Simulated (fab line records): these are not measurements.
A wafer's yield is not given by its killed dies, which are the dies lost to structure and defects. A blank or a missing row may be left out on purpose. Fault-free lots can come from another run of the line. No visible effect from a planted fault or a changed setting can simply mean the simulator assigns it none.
Chamber matching / flow n5-finfet / 3 sister chambers for N5_BEOL_M8_PECVD_70 on pecvd-02
The step deposits SiO2 from TEOS/O2, target thk 20 nm, time 22.7 s. 6 wafers are shown with their chamber, then 7 later ones without.

== WAFERS PAIRED WITH THEIR CHAMBERS ==
wafer=L091.1; chamber=0; throttle-valve-pct (%)=23.2; showerhead-plenum-p-Torr (Torr)=8.85
wafer=L090.3; chamber=0; throttle-valve-pct (%)=23.0; showerhead-plenum-p-Torr (Torr)=8.86
wafer=L090.5; chamber=1; throttle-valve-pct (%)=21.3; showerhead-plenum-p-Torr (Torr)=8.83
wafer=L090.6; chamber=2; throttle-valve-pct (%)=22.2; showerhead-plenum-p-Torr (Torr)=8.78
wafer=L093.2; chamber=2; throttle-valve-pct (%)=22.1; showerhead-plenum-p-Torr (Torr)=8.76
wafer=L093.3; chamber=1; throttle-valve-pct (%)=21.4; showerhead-plenum-p-Torr (Torr)=8.87

== WAFERS WHOSE CHAMBER IS MISSING ==
wafer=L093.4; throttle-valve-pct (%)=23.0; showerhead-plenum-p-Torr (Torr)=8.83
wafer=L092.4; throttle-valve-pct (%)=23.1; showerhead-plenum-p-Torr (Torr)=8.87
wafer=L092.5; throttle-valve-pct (%)=21.5; showerhead-plenum-p-Torr (Torr)=8.84
wafer=L092.6; throttle-valve-pct (%)=22.5; showerhead-plenum-p-Torr (Torr)=8.80
wafer=L095.2; throttle-valve-pct (%)=22.0; showerhead-plenum-p-Torr (Torr)=8.85
wafer=L095.4; throttle-valve-pct (%)=21.7; showerhead-plenum-p-Torr (Torr)=8.86
wafer=L095.6; throttle-valve-pct (%)=22.3; showerhead-plenum-p-Torr (Torr)=8.78

== THE CHAMBER EACH PASSED THROUGH ==
wafer=L093.4; from the rows above=0; in truth=0
wafer=L092.4; from the rows above=0; in truth=0
wafer=L092.5; from the rows above=1; in truth=1
wafer=L092.6; from the rows above=2; in truth=2
wafer=L095.2; from the rows above=can't be placed: 2 or 1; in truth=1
wafer=L095.4; from the rows above=1; in truth=1
wafer=L095.6; from the rows above=2; in truth=2
Correct placement for 6 of the 7. Can't be placed from these rows: 1 (the true chamber is among the candidates in 1). Wrongly placed: 0.
How it was worked out, from the rows above alone: a wafer's distance from a chamber is the root of the sum, over the readings, of the square of ((its reading less the chamber's mean) divided by the reading's scatter). The wafer belongs to the nearest chamber; if the next one is less than 2 further off, it can't be placed. The mean given for a chamber averages the wafers shown for that chamber. The scatter: take each reading less its chamber's mean, square it, sum over the shown wafers, divide by the number of wafers less the number of chambers, and take the root.
